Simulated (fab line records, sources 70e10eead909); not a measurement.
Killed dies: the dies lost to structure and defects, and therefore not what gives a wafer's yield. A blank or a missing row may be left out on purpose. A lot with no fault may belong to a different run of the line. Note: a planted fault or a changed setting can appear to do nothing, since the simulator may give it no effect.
Problem report in the 8D (eight disciplines) form, filled by code | flow nand_harc | the parts of the form that need people (team, actions taken, sign-off) are left out

== 1. THE PROBLEM ==
Wafers without a fault read 188.46 W, standard deviation 0.14; heater_power_total_W at NHARC_A_BLC_SOFTBAKE_05 reads a mean of 152.58 W on 9 wafers belonging to 3 lots. That is -99 or more standard deviations from the usual mean.
The step: time 55 s.
Seen first at day 30 23:00 on litho_track-06, wafer L568.1. The record has a number at this step for 36 wafers belonging to 12 lots. Rule for "out", or "out of limits": more than 4 standard deviations from the usual mean. The rest of the wafers with a number are treated as sound.

== 2. WHAT IT IS; WHAT IT IS NOT ==
question                    | is                     | is not
which readings at this step | heater_power_total_W   | -
which lots                  | L568, L570, L571       | L550, L551, L552, L556, L560, L561, L564, L566, L572
which wafers of those lots  | all that have a number | -
read on which tools         | litho_track-06         | litho_track-01, litho_track-04
when                        | from day 30 23:00      | up to then (24 sound wafers); but 3 sound wafers of L572 came after

== 3. THE SUSPECTS, EACH WITH WHAT RULES IT OUT ==
Counting: a tool stays on the suspect list if, at a process step up to the reading, it processed all lots that are out and no sound lot following the first of them.
- litho_track-06 at NHARC_A_BLC_SOFTBAKE_05 (time 55 s): kept. It processed each lot that is out, first L568 at day 30 23:00, and no sound lot thereafter; up to then, the last sound lot it processed was L566 at day 30 16:00. Out on those wafers are its own readings of heater_power_total_W.
The count leaves litho_track-06 at NHARC_A_BLC_SOFTBAKE_05.

== 4. THE CAUSE (what the simulator had put in) ==
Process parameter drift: litho_track-06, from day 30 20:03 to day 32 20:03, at NHARC_A_BLC_SOFTBAKE_05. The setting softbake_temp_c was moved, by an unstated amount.
This tool alone remained once counting was done.

== 5. SEQUENCE OF EFFECTS, ordered by route ==
Rows list readings where the struck wafers' mean (over those with a number) sits beyond 3 standard deviations from the usual. Readings are gone through only where the record gives a usual standard deviation; hours: the median, over the lots, of the time from a lot's start at the first step in this table giving one to that lot's start at this step; sigmas: the change measured in usual standard deviations.
hours | step                    | reading              | usual    | on struck wafers | change | sigmas
0     | NHARC_A_BLC_SOFTBAKE_05 | heater_power_total_W | 188.46 W | 152.58           | -35.88 | -99 or more
It contains these process steps:
- NHARC_A_BLC_SOFTBAKE_05: time 55 s.

== 6. WHAT WOULD HAVE CAUGHT IT SOONER ==
In this record no reading fell out of limits until day 30 23:00, 3 hours after the fault had begun at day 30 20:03.
